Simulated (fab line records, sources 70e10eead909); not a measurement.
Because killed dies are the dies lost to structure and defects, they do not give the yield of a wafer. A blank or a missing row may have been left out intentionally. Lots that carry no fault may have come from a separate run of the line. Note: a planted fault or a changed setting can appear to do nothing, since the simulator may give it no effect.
fab line records | flow nand-harc | part 2 of 2: steps 5 to 6 of 6
[record] lots = 23 | wafers = 69 | last-day = 33
route steps=1302 shown P_BONDPAD@367 A_ONON_D1@437 A_CHANNEL_HOLE_D1@465 A_CHANNEL_FILL_D1@509
lots that met no fault: taken from a fault-free run of the same line
start-h: the number of hours between the record's first day and the start of the first shown wafer of the lot | wait-h: hours from the lot's prior step to this one | " the same as in the row above | L1.1+2: a single row standing in for several wafers | - no value present, or no start provided | * or withheld: withheld | < > ~ a bound
route shown NAME@n: a module of which the file shows steps, and the number in the route of the first | usual: the fault-free wafers' mean and standard deviation | same: alike in all rows | chamber/n: place in a boat | sites: the reading at each site | _std_site: how widely they spread, as a standard deviation | _edge_site: inner sites' mean taken away from outer sites' mean | radius-mm: how far each site lies from the wafer's centre | mask NAME#n: copy n | behind: the tool/chamber that last shaped the wafer | hold: why the lot was held/for how many hours/how that ended | device: which transistor (n, p or np) failed to switch | end of line: the route-end tests of the same wafers | step lacking rows: just its recipe | killed: count of dies lost to structure and defects at first sort (not the wafer's yield) | map: shows each die of a wafer: x if killed, . if not, _ if none is there
set.NAME: the setting as run; set.NAME@STEP: as run at that earlier step | model.NAME: the simulator's own value behind a step, which no gauge read
route steps across a sampled set of lots; one table per step, one row per wafer
services: from which hour (start-h, from the record's first day; less than 0 if before it) a tool's chamber was out of use, for how many hours, and why
[[steps]]
[step NHARC_A_CHANNEL_HOLE_D1_ETCH_44]
[recipe] target-depth-a = 1400 | overetch-a = 140 | time-s = 77 | ion-energy-ev = 100 | cf4-flow-sccm = 80 | o2-flow-sccm = 20 | ar-flow-sccm = 0 | rf-w = 300 | bias-w = 100 | chemistry = CF4/O2
[usual] drypump-motor-current-A = 5.9/0.43 | oes-product-au = 0.999/0.014 | rf-vpp-V = 198.1/1.4 | showerhead-plenum-p-Torr = 1.35/0.051 | throttle-valve-pct = 13.398/0.0092
lot.wafer | tool        | chamber | start-h | wait-h | drypump-motor-current-A | oes-product-au | rf-hours-counter-h | rf-vpp-V | showerhead-plenum-p-Torr | throttle-valve-pct
L075.1    | rie-diel-03 | 2       | 196.87  | 0.1    | 6.5                     | 0.996          | 6                  | 198.8    | 1.34                     | 13.401
L075.2    | "           | 1       | "       | "      | 6.0                     | 0.981          | 6                  | 195.9    | 1.30                     | 13.410
L075.5    | "           | 3       | "       | "      | 5.4                     | 1.005          | -                  | 198.1    | 1.38                     | 13.395
L074.4    | rie-diel-03 | 0       | 197.30  | 0.4    | 5.7                     | 1.022          | 6                  | 200.0    | 1.38                     | 13.392
L074.1    | "           | 2       | "       | "      | 6.6                     | 1.007          | 6                  | 197.0    | 1.34                     | 13.389
L074.6    | "           | 3       | "       | "      | 5.4                     | 1.000          | -                  | 199.5    | 1.38                     | 13.397
L076.1    | rie-diel-03 | 0       | 215.56  | 0.1    | 5.7                     | 1.015          | 7                  | 197.5    | 1.38                     | 13.392
L076.3    | "           | 2       | "       | "      | 6.6                     | 0.991          | 7                  | 197.3    | 1.34                     | 13.385
L076.2    | "           | 3       | "       | "      | 5.4                     | 1.002          | 7                  | 200.7    | 1.38                     | 13.396
L078.2    | rie-diel-03 | 1       | 223.82  | 0.1    | 5.9                     | 0.990          | 8                  | 196.7    | 1.30                     | 13.396
L078.5    | "           | 3       | "       | "      | 5.4                     | 1.000          | -                  | 199.5    | 1.38                     | 13.381
L078.6    | "           | 0       | "       | "      | 5.7                     | 1.017          | -                  | 199.6    | 1.38                     | 13.387
L077.1    | rie-diel-04 | 3       | 223.94  | 0.1    | 6.2                     | 1.003          | 12                 | 195.2    | 1.25                     | 13.408
L077.2    | "           | 1       | "       | "      | 5.7                     | 0.992          | 11                 | 196.5    | 1.27                     | 13.402
L077.5    | "           | 2       | "       | "      | 6.0                     | 0.997          | -                  | 196.5    | 1.25                     | 13.404
L079.1    | rie-diel-03 | 3       | 244.04  | 0.1    | 5.4                     | 1.010          | 9                  | 199.0    | 1.38                     | 13.377
L079.5    | "           | 0       | "       | "      | 5.7                     | 1.013          | -                  | 198.5    | 1.38                     | 13.406
L079.6    | "           | 1       | "       | "      | 5.9                     | 1.001          | -                  | 196.8    | 1.30                     | 13.391
L081.2    | rie-diel-03 | 0       | 251.87  | 0.1    | 5.7                     | 1.009          | 10                 | 197.9    | 1.38                     | 13.395
L081.3    | "           | 3       | "       | "      | 5.4                     | 1.011          | 10                 | 199.6    | 1.38                     | 13.402
L081.6    | "           | 1       | "       | "      | 5.9                     | 1.010          | -                  | 196.9    | 1.30                     | 13.399
L080.4    | rie-diel-04 | 3       | 252.07  | 0.1    | 6.2                     | 1.005          | 20                 | 195.8    | 1.25                     | 13.404
L080.3    | "           | 0       | "       | "      | 5.7                     | 1.014          | 18                 | 197.1    | 1.31                     | 13.394
L080.6    | "           | 2       | "       | "      | 5.9                     | 0.993          | -                  | 194.8    | 1.24                     | 13.410
L082.2    | rie-diel-03 | 1       | 266.52  | 0.1    | 5.9                     | 0.995          | 11                 | 196.7    | 1.30                     | 13.410
L082.1    | "           | 2       | "       | "      | 6.6                     | 0.994          | 12                 | 198.7    | 1.34                     | 13.398
L082.6    | "           | 1       | "       | "      | 5.9                     | 0.996          | -                  | 197.3    | 1.30                     | 13.387
L083.1    | rie-diel-06 | 3       | 279.87  | 0.1    | 6.0                     | 0.980          | 51                 | 198.8    | 1.38                     | 13.392
L083.2    | "           | 0       | "       | "      | 5.8                     | 1.006          | 51                 | 200.9    | 1.39                     | 13.380
L083.6    | "           | 1       | "       | "      | 6.8                     | 0.999          | -                  | 200.0    | 1.43                     | 13.390
L084.3    | rie-diel-03 | 3       | 296.78  | 0.1    | 5.4                     | 0.993          | 1                  | 197.9    | 1.38                     | 13.375
L084.4    | "           | 0       | "       | "      | 5.7                     | 1.024          | 1                  | 198.3    | 1.38                     | 13.408
L084.5    | "           | 3       | "       | "      | 5.4                     | 0.991          | -                  | 199.2    | 1.38                     | 13.402
L085.4    | rie-diel-03 | 2       | 300.94  | 0.0    | 6.6                     | 1.009          | 1                  | 196.8    | 1.34                     | 13.401
L085.2    | "           | 3       | "       | "      | 5.4                     | 0.987          | 1                  | 198.0    | 1.38                     | 13.396
L085.6    | "           | 2       | "       | "      | 6.6                     | 1.001          | -                  | 196.3    | 1.34                     | 13.413
L086.4    | rie-diel-03 | 0       | 306.69  | 0.1    | 5.7                     | 1.023          | 2                  | 198.7    | 1.38                     | 13.389
L086.3    | "           | 1       | "       | "      | 6.0                     | 1.015          | 2                  | 196.8    | 1.30                     | 13.392
L086.6    | "           | 3       | "       | "      | 5.4                     | 0.984          | -                  | 196.5    | 1.38                     | 13.405
L087.1    | rie-diel-04 | 1       | 327.97  | 0.1    | 5.7                     | 0.985          | 46                 | 196.2    | 1.26                     | 13.403
L087.4    | "           | 2       | "       | "      | 6.0                     | 0.987          | 44                 | 196.1    | 1.24                     | 13.407
L087.3    | "           | 3       | "       | "      | 6.2                     | 1.011          | 42                 | 197.0    | 1.24                     | 13.386
L088.3    | rie-diel-03 | 1       | 332.15  | 0.1    | 5.9                     | 1.000          | 4                  | 196.2    | 1.30                     | 13.389
L088.4    | "           | 3       | "       | "      | 5.4                     | 0.976          | 3                  | 199.5    | 1.38                     | 13.386
L088.1    | "           | 0       | "       | "      | 5.7                     | 1.008          | 4                  | 199.7    | 1.38                     | 13.394
L089.1    | rie-diel-06 | 0       | 336.33  | 0.1    | 5.7                     | 0.973          | 5                  | 200.1    | 1.38                     | 13.411
L089.4    | "           | 1       | "       | "      | 6.8                     | 0.976          | 5                  | 200.0    | 1.43                     | 13.382
L089.3    | "           | 2       | "       | "      | 5.2                     | 0.989          | 5                  | 200.6    | 1.44                     | 13.391
L090.4    | rie-diel-03 | 1       | 350.66  | 0.1    | 5.9                     | 1.000          | 6                  | 196.4    | 1.30                     | 13.405
L090.1    | "           | 2       | "       | "      | 6.6                     | 1.004          | 6                  | 198.5    | 1.34                     | 13.413
L090.3    | "           | 3       | "       | "      | 5.5                     | 0.988          | 5                  | 199.4    | 1.38                     | 13.396
L091.3    | rie-diel-06 | 0       | 354.45  | 0.1    | 5.7                     | 0.980          | 11                 | 199.1    | 1.38                     | 13.396
L091.6    | "           | 2       | "       | "      | 5.2                     | 0.992          | -                  | 199.3    | 1.44                     | 13.384
L091.5    | "           | 3       | "       | "      | 6.0                     | 1.007          | -                  | 200.0    | 1.37                     | 13.399
L092.1    | rie-diel-06 | 1       | 385.49  | 0.0    | 6.8                     | 0.974          | 18                 | 198.9    | 1.43                     | 13.386
L092.2    | "           | 0       | "       | "      | 5.8                     | 0.972          | 19                 | 199.3    | 1.38                     | 13.410
L092.5    | "           | 1       | "       | "      | 6.7                     | 0.979          | -                  | 199.2    | 1.43                     | 13.406
L094.2    | rie-diel-03 | 1       | 389.67  | 0.1    | 5.9                     | 1.001          | 9                  | 196.1    | 1.30                     | 13.388
L094.1    | "           | 2       | "       | "      | 6.6                     | 1.006          | 9                  | 198.5    | 1.34                     | 13.402
L094.5    | "           | 0       | "       | "      | 5.7                     | 1.004          | -                  | 198.4    | 1.38                     | 13.402
L095.1    | rie-diel-06 | 0       | 403.39  | 0.1    | 5.8                     | 0.975          | 24                 | 199.5    | 1.38                     | 13.392
L095.4    | "           | 3       | "       | "      | 6.0                     | 0.998          | 24                 | 198.7    | 1.37                     | 13.389
L095.5    | "           | 1       | "       | "      | 6.8                     | 0.992          | -                  | 200.5    | 1.43                     | 13.384
L096.4    | rie-diel-03 | 2       | 404.10  | 0.1    | 6.6                     | 0.982          | 11                 | 196.6    | 1.34                     | 13.410
L096.3    | "           | 3       | "       | "      | 5.4                     | 0.982          | 10                 | 199.2    | 1.38                     | 13.409
L096.2    | "           | 1       | "       | "      | 5.9                     | 0.999          | 12                 | 197.1    | 1.30                     | 13.414
L097.1    | rie-diel-03 | 0       | 415.54  | 0.1    | 5.7                     | 1.026          | 12                 | 198.1    | 1.37                     | 13.401
L097.3    | "           | 3       | "       | "      | 5.4                     | 0.981          | 11                 | 199.3    | 1.38                     | 13.404
L097.6    | "           | 1       | "       | "      | 5.9                     | 1.007          | -                  | 195.6    | 1.30                     | 13.390
[step NHARC_A_CHANNEL_FILL_D1_STRIP_29]
[recipe] time-s = 20 | o2-flow-sccm = 500 | ar-flow-sccm = 0 | bias-w = 0 | chemistry = O2
[usual] drypump-motor-current-A = 5.7/0.3 | oes-product-au = 0.999/0.013 | rf-vpp-V = 57.9/0.87 | showerhead-plenum-p-Torr = 3.53/0.15 | throttle-valve-pct = 17.037/0.0098
lot.wafer | tool        | chamber | start-h | wait-h | drypump-motor-current-A | oes-product-au | rf-hours-counter-h | rf-vpp-V | showerhead-plenum-p-Torr | throttle-valve-pct
L075.1    | rie-diel-12 | 1       | -       | -      | 5.6                     | 0.992          | 7                  | 59.2     | 3.66                     | 17.040
L075.2    | "           | 0       | "       | "      | 5.7                     | 1.001          | 5                  | 57.4     | 3.30                     | 17.036
L075.5    | "           | 2       | "       | "      | 5.5                     | 1.015          | -                  | 57.7     | 3.46                     | 17.032
L074.4    | rie-diel-13 | 2       | -       | -      | 6.3                     | 1.000          | 4                  | 58.3     | 3.70                     | 17.052
L074.1    | "           | 0       | "       | "      | 4.8                     | 0.986          | 2                  | 57.6     | 3.60                     | 17.042
L074.6    | "           | 1       | "       | "      | 5.4                     | 1.003          | -                  | 56.8     | 3.62                     | 17.032
L076.3    | rie-diel-12 | 0       | -       | -      | 5.7                     | 0.995          | 6                  | 57.7     | 3.30                     | 17.026
L076.2    | "           | 1       | "       | "      | 5.6                     | 0.992          | 9                  | 57.2     | 3.66                     | 17.037
L076.1    | "           | 3       | "       | "      | 5.9                     | 0.985          | 7                  | 58.3     | 3.41                     | 17.033
L077.1    | rie-diel-13 | 3       | 268.55  | -      | 5.6                     | 0.984          | 5                  | 57.4     | 3.41                     | 17.031
L077.2    | "           | 1       | "       | "      | 5.4                     | 0.992          | 4                  | 57.8     | 3.62                     | 17.034
L077.5    | "           | 2       | "       | "      | 6.3                     | 1.000          | -                  | 59.4     | 3.70                     | 17.058
L078.2    | rie-diel-10 | 0       | -       | -      | 6.2                     | 1.016          | 1                  | 57.5     | 3.42                     | 17.024
L078.5    | "           | 0       | "       | "      | 6.2                     | 1.016          | -                  | 57.3     | 3.42                     | 17.044
L078.6    | "           | 1       | "       | "      | 5.4                     | 1.018          | -                  | 57.9     | 3.75                     | 17.046
L079.1    | rie-diel-12 | 2       | -       | -      | 5.5                     | 0.989          | 1                  | 56.8     | 3.46                     | 17.048
L079.5    | "           | 2       | "       | "      | 5.5                     | 0.984          | -                  | 57.3     | 3.46                     | 17.045
L079.6    | "           | 3       | "       | "      | 5.9                     | 0.981          | -                  | 59.4     | 3.41                     | 17.022
L080.4    | rie-diel-13 | 1       | -       | -      | 5.4                     | 1.000          | 8                  | 58.0     | 3.61                     | 17.049
L080.3    | "           | 0       | "       | "      | 4.8                     | 1.003          | 6                  | 58.2     | 3.59                     | 17.032
L080.6    | "           | 2       | "       | "      | 6.4                     | 1.015          | -                  | 59.7     | 3.70                     | 17.026
L081.3    | rie-diel-12 | 1       | 294.95  | 0.2    | 5.6                     | 0.981          | 1                  | 58.0     | 3.66                     | 17.050
L081.2    | "           | 3       | "       | "      | 5.9                     | 0.988          | 1                  | 57.5     | 3.40                     | 17.021
L081.6    | "           | 0       | "       | "      | 5.7                     | 1.006          | -                  | 57.6     | 3.30                     | 17.060
L082.2    | rie-diel-12 | 1       | 310.79  | 0.1    | 5.6                     | 1.000          | 1                  | 59.6     | 3.66                     | 17.039
L082.1    | "           | 0       | "       | "      | 5.7                     | 1.007          | 1                  | 56.1     | 3.30                     | 17.033
L082.6    | "           | 3       | "       | "      | 5.9                     | 0.981          | -                  | 58.9     | 3.40                     | 17.029
L083.1    | rie-diel-12 | 0       | 322.84  | 0.2    | 5.7                     | 1.007          | 2                  | 57.6     | 3.30                     | 17.029
L083.2    | "           | 3       | "       | "      | 5.9                     | 0.970          | 2                  | 58.0     | 3.40                     | 17.031
L083.6    | "           | 1       | "       | "      | 5.6                     | 0.970          | -                  | 59.3     | 3.65                     | 17.039
L084.4    | rie-diel-10 | 3       | -       | -      | 5.7                     | 0.995          | 6                  | 58.0     | 3.70                     | 17.037
L084.3    | "           | 0       | "       | "      | 6.2                     | 0.992          | 7                  | 58.5     | 3.41                     | 17.038
L084.5    | "           | 1       | "       | "      | 5.4                     | 1.015          | -                  | 59.6     | 3.75                     | 17.020
L085.4    | rie-diel-12 | 1       | -       | -      | 5.6                     | 0.992          | 2                  | 58.1     | 3.65                     | 17.037
L085.2    | "           | 3       | "       | "      | 5.9                     | 0.976          | 3                  | 57.1     | 3.40                     | 17.034
L085.6    | "           | 2       | "       | "      | 5.5                     | 0.994          | -                  | 57.5     | 3.46                     | 17.032
L086.3    | rie-diel-10 | 3       | -       | -      | 5.8                     | 0.996          | 7                  | 56.6     | 3.70                     | 17.033
L086.4    | "           | 0       | "       | "      | 6.2                     | 1.012          | 8                  | 56.8     | 3.41                     | 17.036
L086.6    | "           | 3       | "       | "      | 5.8                     | 1.005          | -                  | 58.6     | 3.70                     | 17.033
L087.4    | rie-diel-10 | 1       | -       | -      | 5.4                     | 0.992          | 10                 | 57.1     | 3.75                     | 17.024
L087.3    | "           | 2       | "       | "      | 5.9                     | 1.021          | 8                  | 57.7     | 3.48                     | 17.041
L087.1    | "           | 3       | "       | "      | 5.8                     | 0.993          | 9                  | 57.7     | 3.70                     | 17.033
L089.1    | rie-diel-10 | 0       | -       | -      | 6.2                     | 1.004          | 10                 | 57.9     | 3.41                     | 17.054
L089.4    | "           | 2       | "       | "      | 5.9                     | 1.019          | 9                  | 58.3     | 3.48                     | 17.041
L089.3    | "           | 3       | "       | "      | 5.8                     | 0.996          | 9                  | 57.4     | 3.70                     | 17.045
L088.4    | rie-diel-12 | 0       | -       | -      | 5.7                     | 1.016          | 4                  | 56.5     | 3.30                     | 17.045
L088.3    | "           | 1       | "       | "      | 5.6                     | 0.994          | 4                  | 58.0     | 3.65                     | 17.036
L088.1    | "           | 2       | "       | "      | 5.5                     | 0.987          | 3                  | 56.6     | 3.46                     | 17.039
L090.4    | rie-diel-12 | 2       | -       | -      | 5.5                     | 0.987          | 4                  | 58.3     | 3.46                     | 17.033
L090.1    | "           | 0       | "       | "      | 5.7                     | 1.010          | 5                  | 58.3     | 3.30                     | 17.016
L090.3    | "           | 1       | "       | "      | 5.6                     | 0.986          | 5                  | 58.6     | 3.65                     | 17.039
L091.3    | rie-diel-10 | 1       | -       | -      | 5.4                     | 1.002          | 12                 | 59.5     | 3.74                     | 17.033
L091.6    | "           | 2       | "       | "      | 5.9                     | 0.995          | -                  | 59.5     | 3.48                     | 17.036
L091.5    | "           | 3       | "       | "      | 5.8                     | 0.983          | -                  | 57.8     | 3.70                     | 17.040
L092.2    | rie-diel-10 | 2       | -       | -      | 5.9                     | 0.999          | 0                  | 58.1     | 3.48                     | 17.036
L092.1    | "           | 1       | "       | "      | 5.4                     | 1.019          | 0                  | 58.2     | 3.74                     | 17.029
L092.5    | "           | 3       | "       | "      | 5.8                     | 1.009          | -                  | 59.2     | 3.70                     | 17.025
L094.2    | rie-diel-10 | 3       | -       | -      | 5.8                     | 1.021          | 0                  | 58.9     | 3.70                     | 17.052
L094.1    | "           | 2       | "       | "      | 6.0                     | 1.000          | 0                  | 57.1     | 3.48                     | 17.038
L094.5    | "           | 0       | "       | "      | 6.2                     | 0.997          | -                  | 57.9     | 3.41                     | 17.047
L096.4    | rie-diel-13 | 1       | -       | -      | 5.4                     | 1.012          | 7                  | 56.9     | 3.61                     | 17.041
L096.3    | "           | 3       | "       | "      | 5.6                     | 1.006          | 7                  | 58.2     | 3.41                     | 17.035
L096.2    | "           | 0       | "       | "      | 4.8                     | 0.985          | 7                  | 57.7     | 3.59                     | 17.030
L095.1    | rie-diel-10 | 1       | -       | -      | 5.4                     | 1.014          | 1                  | 58.3     | 3.74                     | 17.042
L095.4    | "           | 2       | "       | "      | 5.9                     | 1.010          | 1                  | 58.9     | 3.48                     | 17.029
L095.5    | "           | 3       | "       | "      | 5.8                     | 1.021          | -                  | 57.6     | 3.70                     | 17.055
L097.1    | rie-diel-12 | 2       | -       | -      | 5.5                     | 1.004          | 0                  | 57.7     | 3.46                     | 17.029
L097.3    | "           | 1       | "       | "      | 5.6                     | 0.993          | 0                  | 57.2     | 3.65                     | 17.036
L097.6    | "           | 2       | "       | "      | 5.5                     | 1.001          | -                  | 56.5     | 3.46                     | 17.031
[[services]]
tool        | chamber | start-h | hours | kind
rie-diel-06 | -       | 130.32  | 9.0   | pm
rie-diel-11 | 3       | 154.31  | 3.9   | repair
rie-diel-11 | -       | 184.03  | 0.4   | repair
rie-diel-06 | 0       | 187.06  | 7.9   | repair
rie-diel-11 | 1       | 195.19  | 2.9   | repair
rie-diel-11 | 3       | 216.18  | 19.4  | repair
rie-diel-06 | 3       | 225.73  | 1.5   | repair
rie-diel-11 | 3       | 246.59  | 3.3   | repair
rie-diel-11 | 0       | 250.05  | 1.8   | repair
rie-diel-11 | 2       | 250.64  | 8.3   | repair
rie-diel-11 | -       | 255.50  | 9.0   | pm
rie-diel-12 | -       | 261.00  | 0.5   | repair
rie-diel-11 | -       | 275.27  | 0.2   | repair
rie-diel-11 | 1       | 275.62  | 3.1   | repair
rie-diel-03 | -       | 281.42  | 9.0   | pm
rie-diel-06 | 1       | 286.10  | 6.6   | repair
rie-diel-11 | 1       | 296.34  | 50.4  | repair
rie-diel-11 | 2       | 324.99  | 2.7   | repair
rie-diel-03 | 3       | 372.16  | 2.7   | repair
rie-diel-11 | -       | 432.50  | 9.0   | pm
rie-diel-03 | 0       | 438.47  | 6.9   | repair
rie-diel-03 | 0       | 447.18  | 1.7   | repair
rie-diel-03 | 2       | 447.74  | 6.3   | repair
rie-diel-03 | -       | 458.42  | 9.0   | pm
